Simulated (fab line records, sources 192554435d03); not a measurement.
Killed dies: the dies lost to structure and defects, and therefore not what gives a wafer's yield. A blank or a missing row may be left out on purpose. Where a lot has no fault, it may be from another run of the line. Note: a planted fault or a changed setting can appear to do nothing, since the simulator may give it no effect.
Chamber matching	flow n5 finfet	4 sister chambers for N5_MIM_BOT_ETCH_ETCH_04 on rie diel-01
The step etches SiNx in CF4/O2, target depth 26 nm, time 13 s. 14 wafers are shown with their chamber, then 7 later ones without.

WAFERS PAIRED WITH THEIR CHAMBERS
wafer	chamber	throttle valve pct (%)	showerhead plenum p Torr (Torr)	oes_o_777_au (a.u.)
L927.1	1	16.10	2.10	0.72
L927.2	0	16.04	2.16	0.86
L927.3	3	15.54	2.16	0.90
L933.2	2	16.01	2.12	0.74
L933.3	0	16.05	2.16	0.84
L933.4	1	16.13	2.10	0.72
L935.2	0	16.07	2.16	0.84
L935.4	2	16.02	2.12	0.75
L935.6	2	16.03	2.12	0.75
L941.1	1	16.18	2.09	0.70
L941.2	2	16.04	2.11	0.73
L941.6	1	16.16	2.09	0.70
L940.1	2	16.05	2.11	0.73
L940.2	1	16.18	2.09	0.70

SIGNATURES, as means of the wafers listed above
reading	chamber 0	chamber 1	chamber 2	chamber 3	scatter within a chamber
throttle valve pct	16.0533	16.1500	16.0300	15.5400	0.025
showerhead plenum p Torr	2.1600	2.0940	2.1160	2.1600	0.0049
oes_o_777_au	0.8467	0.7080	0.7400	0.9000	0.0107
Rule: for each reading, subtract the chamber's mean from the wafer's reading, divide by that reading's scatter and square the result; add these up over the readings and take the root, which gives the wafer's distance from the chamber. If the next closest chamber is less than 2 further off than the closest, the wafer can't be placed; otherwise it belongs to the closest. The scatter: take each reading less its chamber's mean, square it, sum over the shown wafers, divide by the number of wafers less the number of chambers, and take the root.

WAFERS WITHOUT THEIR CHAMBER
wafer	throttle valve pct (%)	showerhead plenum p Torr (Torr)	oes_o_777_au (a.u.)
L940.3	16.11	2.15	0.81
L943.1	16.12	2.15	0.80
L943.3	16.08	2.11	0.73
L943.4	16.07	2.11	0.72
L947.1	16.14	2.15	0.80
L947.3	16.18	2.09	0.69
L947.4	15.57	2.15	0.85

THE CHAMBER EACH PASSED THROUGH
wafer	from the rows above	in truth
L940.3	0	0
L943.1	0	0
L943.3	2	2
L943.4	can't be placed: 2 or 1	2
L947.1	0	0
L947.3	1	1
L947.4	3	3
Correct placement for 6 of the 7. Not placeable from these rows: 1 (in 1, the candidates include the true chamber). 0 placed wrongly.
